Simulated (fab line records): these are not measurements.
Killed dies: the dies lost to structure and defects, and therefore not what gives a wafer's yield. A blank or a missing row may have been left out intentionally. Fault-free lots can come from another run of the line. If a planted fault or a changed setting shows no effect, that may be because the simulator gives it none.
A lot that was struck, set against a sound lot + flow n5Finfet + 39 steps out of a route of 1938
Sound: the wafers L380.1, L380.4, L380.6. Struck: wafer L396.5 (L396.2, L396.3, from the same lot, were not struck and are left out); the cause is given at the end.
For every step that has rows: the tool of each side, followed by ch and its chambers, followed by its first start. Under that, the readings that differ: sound wafers + struck wafers + difference of the means + sigmas: that difference in standard deviations of wafers without a fault.
alike: readings with means less than 2 such deviations apart, plus words and numbers identical on both sides. not compared: withheld readings, readings lacking a value on some wafer, bounds such as >300 that could conceal the same value, and numbers that have no deviation in the record and whose values overlap.
The two part at a step that has a row with sigmas, a row that says differs or no value, or rows on one side only. When numbers do not overlap yet have no deviation, they are printed without sigmas and do not part them. Lack of a reading on every wafer of one side parts them only where that side has two or more wafers.

first, 9 steps without rows for these wafers: N5_PMOS_HMC_CHANNEL_EPI_PRECLEAN_40 (cleans in DHF, time 30 s); N5_PMOS_HMC_CHANNEL_EPI_PRECLEAN_37 (cleans in O3/DIW, time 45 s); N5_PMOS_HMC_CHANNEL_EPI_PRECLEAN_24 (cleans in DHF, time 30 s); N5_PMOS_HMC_CHANNEL_EPI_SRD_25 (time 30 s); N5_PMOS_HMC_CHANNEL_EPI_EPI_26 (deposits Si from SiH4/H2, target thk 3.8 nm, time 22.7 s); N5_FIN_SAQP_PRECLEAN_42 (cleans in O3/DIW, time 60 s); N5_FIN_SAQP_PRECLEAN_00 (cleans in SC1, time 60 s); N5_FIN_SAQP_PRECLEAN_44 (cleans in SC2, time 45 s); N5_FIN_SAQP_SRD_01 (time 30 s).
N5_FIN_SAQP_ALD_61: deposits SiO2, target thk 4 nm, pulse time 1 s, purge time 2 s.
  sound on aldSin-02 ch 0,1,2, day 2 02:34; struck on aldSin-02 ch 3, day 6 03:05
  alike: heaterPowerW, precursorPulseHeightRel
then, 24 steps without rows for these wafers: N5_FIN_SAQP_DENSIFY_62 (time 60 s); N5_FIN_SAQP_HM_DEP_03 (deposits SiNx from SiH4/NH3/N2, target thk 38 nm, time 33.6 s); N5_FIN_SAQP_PECVD_47 (deposits a-Si from SiH4/He, target thk 45 nm, time 36.3 s); N5_FIN_SAQP_PECVD_48 (deposits SiNx from SiH4/NH3/N2, target thk 25 nm, time 22.1 s); N5_FIN_SAQP_PECVD_06 (deposits a-Si from SiH4/He, target thk 60 nm, time 48.1 s); N5_FIN_SAQP_HM_DEP_72 (deposits SiO2 from SiH4/N2O, target thk 12 nm, time 7.2 s); N5_FIN_SAQP_COAT_49 (time 60 s, resist thk 100 nm); N5_FIN_SAQP_COAT_50 (time 60 s, resist thk 35 nm); N5_FIN_SAQP_COAT_10 (resist thk 90 nm); N5_FIN_SAQP_EBR_12; N5_FIN_SAQP_SOFTBAKE_11 (time 60 s); N5_FIN_SAQP_EXPOSE_13 (exposes mask FIN CORE, target cd 35.6 nm); N5_FIN_SAQP_PEB_14 (peb time 60 s); N5_FIN_SAQP_DEVELOP_15 (develop time 30 s); N5_FIN_SAQP_DESCUM_21 (chemistry O2, time 7.9 s); N5_FIN_SAQP_ETCH_51 (etches SiARC in CF4, target depth 45.5 nm, time 75.8 s); N5_FIN_SAQP_ETCH_52 (etches SOC in N2/H2, target depth 100 nm, overetch 20 nm, time 150 s); N5_FIN_SAQP_STRIP_53 (strips in N2/H2); N5_FIN_SAQP_HM_OPEN_73 (chemistry CHF3/O2, target SiO2, stops on a-Si, target depth 12 nm, time 16.8 s); N5_FIN_SAQP_STRIP_74 (strips in CHF3/O2); N5_FIN_SAQP_MANDREL_ETCH_22 (etches a-Si in HBr/Cl2, stops on SiNx, target depth 60 nm, bt time 10 s, time 30 s); N5_FIN_SAQP_STRIP_55 (strips in N2/H2); N5_FIN_SAQP_STRIP_23 (strips in SPM, time 750 s); N5_FIN_SAQP_SRD_66 (time 30 s).
N5_FIN_SAQP_INSPECT_40: inspects for defects (brightfield).
  struck on defectInspect-02, day 6 08:47; sound on defectInspect-01, day 2 08:28
| reading        | sound       | struck | difference | sigmas |
|----------------|-------------|--------|------------|--------|
| rawDefectCount | 318 235 260 | 501    | +230       | +3     |
N5_FIN_CUT_INSPECT_10: inspects for defects (brightfield).
  struck on defectInspect-01, day 6 09:18; sound on defectInspect-01, day 2 08:59
| reading        | sound    | struck | difference | sigmas |
|----------------|----------|--------|------------|--------|
| rawDefectCount | 58 41 41 | 297    | +250       | +17    |
N5_FIN_CUT_INSPECT_17: inspects for defects (brightfield).
  struck on defectInspect-02, day 6 10:15; sound on defectInspect-01, day 2 09:55
| reading        | sound       | struck | difference | sigmas |
|----------------|-------------|--------|------------|--------|
| rawDefectCount | 315 257 271 | 507    | +226       | +3     |
-- the record jumps here: 7 days lie between the struck wafers' starts before and after (it left off in module FIN_CUT and takes up again in module BEOL_M4, whose first step shown is number 1111 of the route) --
N5_BEOL_M4_RC_MEAS_101:
  sound on prober-02 ch 0, day 9 11:40; struck on prober-02 ch 0, day 13 04:00
  alike: DIBL_N, DIBL_P, IOFF_N, IOFF_P, ION_N, ION_P, SS_N, SS_P, VT_N, VT_P
-- record jumps: 4 days separate the struck wafers' starts on either side; left off in module BEOL_M4, taken up again in module PASSIVATION, whose first shown step is the route's number 1936 --
N5_PASSIVATION_PROBE_49:
  record: rows for the struck wafers here (prober-02, day 17 10:14), none for the sound ones

WHERE THEY PART
At N5_FIN_SAQP_INSPECT_40 first; at N5_PASSIVATION_PROBE_49 last (within this record only).

WHY: what the simulator had put in
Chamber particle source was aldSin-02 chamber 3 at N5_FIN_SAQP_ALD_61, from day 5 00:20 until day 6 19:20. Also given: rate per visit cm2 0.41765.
